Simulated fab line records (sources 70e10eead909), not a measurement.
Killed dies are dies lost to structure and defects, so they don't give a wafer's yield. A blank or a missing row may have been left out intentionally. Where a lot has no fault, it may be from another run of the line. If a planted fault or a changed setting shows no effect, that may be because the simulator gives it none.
Which tool did it? || flow nand harc || Sampling: 6 lots, 18 wafers, 4 of 1302 route steps

## WHAT THE GAUGES SHOWED, per wafer
NHARC_P_CONTACT_INSPECT_27.
{"lot": "L609", "measured": "day 7 11:09", "on": "defect inspect-02", "raw defect count": "165 178 277"}
{"lot": "L613", "measured": "day 9 07:22", "on": "defect inspect-01", "raw defect count": "267 199 164"}
{"lot": "L621", "measured": "day 12 04:44", "on": "defect inspect-02", "raw defect count": "169 148 286"}
{"lot": "L623", "measured": "day 13 03:28", "on": "defect inspect-01", "raw defect count": "466 392 455"}
{"lot": "L626", "measured": "day 14 07:54", "on": "defect inspect-01", "raw defect count": "332 470 275"}
{"lot": "L629", "measured": "day 15 17:01", "on": "defect inspect-02", "raw defect count": "348 500 273"}

## TOOL THAT RAN EACH LOT (tool first, then ch and the chambers of the sampled wafers, then the start)
{"lot": "L609", "NHARC_P_GATE_RTA_82": "rtp anneal-02 ch 0, day 7 05:55", "NHARC_P_CONTACT_CVD_23": "cvd w-01 ch 0,1, day 7 10:07", "NHARC_P_CONTACT_CMP_24": "cmp-04 ch 0,1,2, day 7 10:48"}
{"lot": "L613", "NHARC_P_GATE_RTA_82": "rtp anneal-02 ch 0, day 9 02:18", "NHARC_P_CONTACT_CVD_23": "cvd w-01 ch 0,1, day 9 06:19", "NHARC_P_CONTACT_CMP_24": "cmp-03 ch 0,1,2, day 9 06:58"}
{"lot": "L621", "NHARC_P_GATE_RTA_82": "rtp anneal-02 ch 0, day 11 23:41", "NHARC_P_CONTACT_CVD_23": "cvd w-02 ch 0,1, day 12 03:47", "NHARC_P_CONTACT_CMP_24": "cmp-04 ch 0,2, day 12 04:20"}
{"lot": "L623", "NHARC_P_GATE_RTA_82": "rtp anneal-01 ch 0, day 12 21:57", "NHARC_P_CONTACT_CVD_23": "cvd w-01 ch 0,1, day 13 02:25", "NHARC_P_CONTACT_CMP_24": "cmp-04 ch 1,2,3, day 13 03:04"}
{"lot": "L626", "NHARC_P_GATE_RTA_82": "rtp anneal-02 ch 0, day 14 02:50", "NHARC_P_CONTACT_CVD_23": "cvd w-02 ch 0,1, day 14 06:51", "NHARC_P_CONTACT_CMP_24": "cmp-03 ch 0,1,2, day 14 07:30"}
{"lot": "L629", "NHARC_P_GATE_RTA_82": "rtp anneal-01 ch 0, day 15 11:58", "NHARC_P_CONTACT_CVD_23": "cvd w-01 ch 0,1, day 15 16:04", "NHARC_P_CONTACT_CMP_24": "cmp-04 ch 0,2,3, day 15 16:40"}
- NHARC_P_GATE_RTA_82: time 30 s.
- NHARC_P_CONTACT_CVD_23: deposits W, target thk 200 nm, time 557 s.
- NHARC_P_CONTACT_CMP_24: polishes, t overpolish 30 s, target thk 200 nm.

## THE ANSWER, worked out from the rows above alone
Rule: what is usual is taken from the lots themselves. The widest of any qualifying gaps counts: lots, ordered by their means at a reading, are off when they make up no more than a third of the lots, leave a main group of 4 or more, and stand apart from it by 3 or more times the standard deviation of that group's means. Not used: any main group whose means are identical at the precision the tables above print for the reading. Also off: a lot with no number at a reading for which 4 or more lots have one. Where the step has rows for the other lots, those lots are counted as sound.
Nothing can be told from this: no lot is off at any reading shown.

## WHAT HAD BEEN PUT IN BY THE SIMULATOR
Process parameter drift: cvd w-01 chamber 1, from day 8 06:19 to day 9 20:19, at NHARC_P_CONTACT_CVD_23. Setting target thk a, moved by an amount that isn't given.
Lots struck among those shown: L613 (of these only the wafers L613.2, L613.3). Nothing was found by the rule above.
